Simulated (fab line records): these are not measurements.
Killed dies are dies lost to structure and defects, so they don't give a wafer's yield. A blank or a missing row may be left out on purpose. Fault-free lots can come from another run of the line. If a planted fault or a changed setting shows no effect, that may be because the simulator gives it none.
Which tool did it? :: flow nand harc :: 12 lots (36 wafers sampled), 1 step of a 1159-step route

## WHAT THE GAUGES SHOWED, per wafer
NHARC_P_STI_CD_MEAS_16.
lot: L074
measured: day 2 14:13
on: cd sem-01
cd nm (nm): 195 196 200

lot: L077
measured: day 3 02:46
on: cd sem-01
cd nm (nm): 204 199 194

lot: L079
measured: day 3 18:36
on: cd sem-03
cd nm (nm): 202 203 197

lot: L081
measured: day 4 07:53
on: cd sem-03
cd nm (nm): 197 202 200

lot: L083
measured: day 4 19:29
on: cd sem-01
cd nm (nm): 198 195 198

lot: L085
measured: day 5 08:22
on: cd sem-03
cd nm (nm): 202 199 200

lot: L087
measured: day 5 17:47
on: cd sem-01
cd nm (nm): 198 199 196

lot: L089
measured: day 6 06:42
on: cd sem-03
cd nm (nm): 192 195 199

lot: L091
measured: day 6 15:22
on: cd sem-03
cd nm (nm): 191 194 195

lot: L093
measured: day 7 06:09
on: cd sem-03
cd nm (nm): 198 198 195

lot: L095
measured: day 7 14:19
on: cd sem-01
cd nm (nm): 192 205 198

lot: L096
measured: day 8 02:02
on: cd sem-02
cd nm (nm): 192 199 195

## WHAT TOOL EACH LOT RAN ON (gives the tool, then ch and the chambers of the sampled wafers, and finally the start)
The record shows no process step preceding these readings.

## THE ANSWER, worked out from the rows above alone
Rule: usual is defined by the lots themselves. The widest of any qualifying gaps counts: lots, ordered by their means at a reading, are off when they make up no more than a third of the lots, leave a main group of 4 or more, and stand apart from it by 3 or more times the standard deviation of that group's means. Not used: any main group whose means are identical at the precision the tables above print for the reading. Also off: a lot with no number at a reading for which 4 or more lots have one. Any other lot the step has rows for is counted as sound.
No lot is off on any of the readings shown, so nothing can be concluded from this.

## WHAT THE SIMULATOR HAD PUT IN
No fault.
